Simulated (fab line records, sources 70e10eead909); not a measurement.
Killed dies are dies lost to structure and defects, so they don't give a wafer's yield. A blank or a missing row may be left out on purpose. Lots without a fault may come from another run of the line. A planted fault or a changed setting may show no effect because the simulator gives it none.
Chamber matching | flow nand_harc | NHARC_A_CONTACT_ETCH_106 on rie_diel-03: 3 sister chambers
The step etches the open film in CF4/O2, target depth 90 nm, overetch 9 nm, time 49.5 s. 3 wafers are shown with their chamber, then 6 later ones without.

WAFERS WITH THEIR CHAMBER
wafer  | chamber | drypump_motor_current_A (A)
L079.5 | 0       | 5.5
L079.6 | 1       | 5.8
L082.2 | 2       | 6.3

WAFERS WITHOUT THEIR CHAMBER
wafer  | drypump_motor_current_A (A)
L082.3 | 5.8
L087.3 | 5.4
L087.6 | 6.3
L093.1 | 5.8
L093.2 | 6.3
L093.6 | 5.8

WHICH CHAMBER EACH WENT THROUGH
wafer  | from the rows above | in truth
L082.3 | 1                   | 1
L087.3 | 0                   | 0
L087.6 | 2                   | 2
L093.1 | 1                   | 1
L093.2 | 2                   | 2
L093.6 | 1                   | 1
Placed correctly: 6 of 6. Can't be placed from these rows: 0. Placed wrongly: 0.
How it was worked out, from the rows above alone: a wafer's distance from a chamber is the root of the sum, over the readings, of the square of ((its reading less the chamber's mean) divided by the reading's scatter). The wafer belongs to the nearest chamber; if the next one is less than 2 further off, it can't be placed. A chamber's mean is the mean of its shown wafers. The scatter: with one shown wafer a chamber, the root of the mean of the squares of how far each hidden wafer lies from its nearest shown one.
